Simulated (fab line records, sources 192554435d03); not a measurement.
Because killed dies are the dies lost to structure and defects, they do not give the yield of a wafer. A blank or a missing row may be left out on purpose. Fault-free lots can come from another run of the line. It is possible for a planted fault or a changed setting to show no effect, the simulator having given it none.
Lot-split experiment / flow n5_finfet / 7 lots, 21 wafers read, on a route of 1938 steps

## THE SPLIT ITSELF
At N5_BEOL_M2_TRENCH_ETCH_37 (etches SiOC in C4F6/O2, target depth 55.555 nm, time 29.2 s), the setting time_s was moved away from the recipe's 29.2 s on 6 of the 21 wafers read, by -10.9% to +16.5%. This setting was run at the recipe's value on the other wafers.

## FROM THE SPLIT TO THE READING: what the file shows between them, 13 steps
- N5_BEOL_M2_ETCH_41: etches SiCN in CH3F/O2, target depth 29.9 nm, time 52.5 s
- N5_BEOL_M2_STRIP_97: strips in N2/H2, time 10 s
- N5_BEOL_M2_OCD_MEAS_38
- N5_BEOL_M2_HM_STRIP_39: strips TiN in peroxide tin strip, target depth 25 nm, time 158 s
- N5_BEOL_M2_SRD_40: time 30 s
- N5_BEOL_M2_ECD_50: material Cu, target thk 300 nm
- N5_BEOL_M2_ANNEAL_51: time 90 s
- N5_BEOL_M2_CMP_52: polishes, stops on SiOC, t overpolish 6.8 s, target thk 40 nm
- N5_BEOL_M2_THK_MEAS_53: measures by xrf
- N5_BEOL_M2_PRE_CLEAN_60: time 15 s
- N5_BEOL_M2_CO_CAP_55: material Co, precursor CCTBA/H2, target thk 2 nm, time 102.1 s
- N5_BEOL_M2_PRE_CLEAN_56: time 15 s
- N5_BEOL_M2_DEP_57: deposits SiCN from 3MS/NH3, target thk 8 nm, time 14 s

## THE READING
Measured at N5_BEOL_M2_RS_MEAS_58 by four-point probe: M2_RS, in ohm/sq. Typical for fault-free wafers on this fab line: 0.666 ohm/sq, with standard deviation 0.024 ohm/sq.

wafer=L075.1; tool, chamber at the split=rie_diel-06, 0; time_s as run, s=31.64; against the recipe=+8.4%; M2_RS, ohm/sq=0.548; against lot-mates on the recipe=-0.118
wafer=L075.4; tool, chamber at the split=rie_diel-06, 3; time_s as run, s=31.64; against the recipe=+8.4%; M2_RS, ohm/sq=0.585; against lot-mates on the recipe=-0.081
wafer=L075.6; tool, chamber at the split=rie_diel-06, 3; time_s as run, s=29.2; against the recipe=recipe; M2_RS, ohm/sq=0.666; against lot-mates on the recipe=-
wafer=L079.1; tool, chamber at the split=rie_diel-01, 2; time_s as run, s=29.2; against the recipe=recipe; M2_RS, ohm/sq=0.650; against lot-mates on the recipe=-
wafer=L079.2; tool, chamber at the split=rie_diel-01, 3; time_s as run, s=29.2; against the recipe=recipe; M2_RS, ohm/sq=0.652; against lot-mates on the recipe=-
wafer=L079.5; tool, chamber at the split=rie_diel-01, 1; time_s as run, s=29.2; against the recipe=recipe; M2_RS, ohm/sq=0.673; against lot-mates on the recipe=-
wafer=L084.3; tool, chamber at the split=rie_diel-01, 2; time_s as run, s=26.03; against the recipe=-10.9%; M2_RS, ohm/sq=0.845; against lot-mates on the recipe=+0.202
wafer=L084.4; tool, chamber at the split=rie_diel-01, 0; time_s as run, s=26.03; against the recipe=-10.9%; M2_RS, ohm/sq=0.767; against lot-mates on the recipe=+0.124
wafer=L084.6; tool, chamber at the split=rie_diel-01, 2; time_s as run, s=29.2; against the recipe=recipe; M2_RS, ohm/sq=0.643; against lot-mates on the recipe=-
wafer=L085.2; tool, chamber at the split=rie_diel-01, 2; time_s as run, s=29.2; against the recipe=recipe; M2_RS, ohm/sq=0.662; against lot-mates on the recipe=-
wafer=L085.5; tool, chamber at the split=rie_diel-01, 3; time_s as run, s=29.2; against the recipe=recipe; M2_RS, ohm/sq=0.702; against lot-mates on the recipe=-
wafer=L085.6; tool, chamber at the split=rie_diel-01, 2; time_s as run, s=29.2; against the recipe=recipe; M2_RS, ohm/sq=0.663; against lot-mates on the recipe=-
wafer=L086.2; tool, chamber at the split=rie_diel-01, 0; time_s as run, s=34.02; against the recipe=+16.5%; M2_RS, ohm/sq=0.507; against lot-mates on the recipe=-0.186
wafer=L086.3; tool, chamber at the split=rie_diel-01, 1; time_s as run, s=29.2; against the recipe=recipe; M2_RS, ohm/sq=0.693; against lot-mates on the recipe=-
wafer=L086.5; tool, chamber at the split=rie_diel-01, 0; time_s as run, s=34.02; against the recipe=+16.5%; M2_RS, ohm/sq=0.500; against lot-mates on the recipe=-0.193
wafer=L088.2; tool, chamber at the split=rie_diel-01, 2; time_s as run, s=29.2; against the recipe=recipe; M2_RS, ohm/sq=0.645; against lot-mates on the recipe=-
wafer=L088.3; tool, chamber at the split=rie_diel-01, 0; time_s as run, s=29.2; against the recipe=recipe; M2_RS, ohm/sq=0.638; against lot-mates on the recipe=-
wafer=L088.4; tool, chamber at the split=rie_diel-01, 1; time_s as run, s=29.2; against the recipe=recipe; M2_RS, ohm/sq=0.665; against lot-mates on the recipe=-
wafer=L090.2; tool, chamber at the split=rie_diel-02, 2; time_s as run, s=29.2; against the recipe=recipe; M2_RS, ohm/sq=0.606; against lot-mates on the recipe=-
wafer=L090.4; tool, chamber at the split=rie_diel-02, 0; time_s as run, s=29.2; against the recipe=recipe; M2_RS, ohm/sq=0.657; against lot-mates on the recipe=-
wafer=L090.6; tool, chamber at the split=rie_diel-02, 3; time_s as run, s=29.2; against the recipe=recipe; M2_RS, ohm/sq=0.649; against lot-mates on the recipe=-

THE FIT
A straight line over all 21 wafers: M2_RS changes by -0.0108 ohm/sq for each +1% of time_s; r = -0.94; the points scatter about the line by 0.027 ohm/sq.
The same after taking each lot's own level away (the mean of its wafers on the recipe; 21 wafers): -0.0126 ohm/sq for each +1%; r = -0.97; scatter 0.021 ohm/sq.
Per that fit: largest time_s move, reading shift of 0.21 ohm/sq.
The span of the lots' own levels, 0.6373 to 0.6930 ohm/sq, comes to 2.3 times the standard deviation stated above.
Thus the slope moves with the lot-to-lot level: the two fits are different.
Check: for one of the wafers moved furthest among these (+16.5%), held out of the fit, the line's prediction against its lot-mates is -0.211 ohm/sq. It came out at -0.186 ohm/sq against them.

## THE WHOLE CHAIN: every reading that the file lists as answering this split, in the file's order
step=N5_BEOL_M2_TRENCH_ETCH_37; what it does=etches SiOC in C4F6/O2, target depth 55.555 nm, time 29.2 s; reading=etch.depth_nm (the simulator's own value, which no gauge read); change (the file's fit)=+0.619 nm for each +1% of the setting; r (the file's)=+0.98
step=N5_BEOL_M2_TRENCH_ETCH_37; what it does=etches SiOC in C4F6/O2, target depth 55.555 nm, time 29.2 s; reading=BEOL_M2.feature_depth_nm (the simulator's own value, which no gauge read); change (the file's fit)=+0.614 nm for each +1% of the setting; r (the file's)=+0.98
step=N5_BEOL_M2_OCD_MEAS_38; what it does=; reading=trench_depth_nm; change (the file's fit)=+0.619 nm for each +1% of the setting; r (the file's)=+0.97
step=N5_BEOL_M2_CMP_52; what it does=polishes, stops on SiOC, t overpolish 6.8 s, target thk 40 nm; reading=Cu_of_BEOL_M2_ECD_50.thk_nm (the simulator's own value, which no gauge read); change (the file's fit)=+0.646 nm for each +1% of the setting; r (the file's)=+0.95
step=N5_BEOL_M2_THK_MEAS_53; what it does=measures by xrf; reading=M2_THK; change (the file's fit)=+0.66 for each +1% of the setting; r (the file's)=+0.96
step=N5_BEOL_M2_RS_MEAS_58; what it does=measures by four-point-probe; reading=M2_RS; change (the file's fit)=-0.0125 for each +1% of the setting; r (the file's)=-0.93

## THE FILE'S OWN FIT
M2_RS changes by -0.0125 ohm/sq for each +1% of time_s, r = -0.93.
